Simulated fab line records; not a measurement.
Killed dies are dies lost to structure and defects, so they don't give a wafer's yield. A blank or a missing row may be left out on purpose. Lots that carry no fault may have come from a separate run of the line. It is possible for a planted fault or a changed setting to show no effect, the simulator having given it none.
Matching of chambers	flow n5_finfet	N5_DUMMY_GATE_ETCH_37 on rie_diel-03 has 4 sister chambers
The step etches SOC in N2/H2, target depth 60 nm, overetch 30 nm. 4 wafers are shown with their chamber, then 7 later ones without.

== WAFERS WITH THEIR CHAMBER ==
wafer	chamber	oes_product_au (a.u.)
L083.4	3	0.76
L085.2	1	0.60
L091.1	2	0.58
L091.2	0	0.59

== WAFERS WITH NO CHAMBER GIVEN ==
wafer	oes_product_au (a.u.)
L091.4	0.72
L092.2	0.72
L092.4	0.59
L092.5	0.59
L097.4	0.70
L097.5	0.58
L097.6	0.70

== WHICH CHAMBER EACH WENT THROUGH ==
wafer	from the rows above	in truth
L091.4	3	3
L092.2	3	3
L092.4	can't be placed: 0 or 1 or 2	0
L092.5	can't be placed: 0 or 1 or 2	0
L097.4	can't be placed: 3 or 1 or 0 or 2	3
L097.5	can't be placed: 2 or 0 or 1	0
L097.6	can't be placed: 3 or 1 or 0 or 2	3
Correct placement for 2 of the 7. From these rows, 5 cannot be placed; in 5 the true chamber is one of the candidates. Number placed wrongly: 0.
How it was worked out, from the rows above alone: a wafer's distance from a chamber is the root of the sum, over the readings, of the square of ((its reading less the chamber's mean) divided by the reading's scatter). The wafer belongs to the nearest chamber; if the next one is less than 2 further off, it can't be placed. For every chamber, the mean is computed from those of its wafers that are shown. The scatter: root of mean squared gap, hidden wafer to nearest shown wafer, with one shown wafer a chamber.
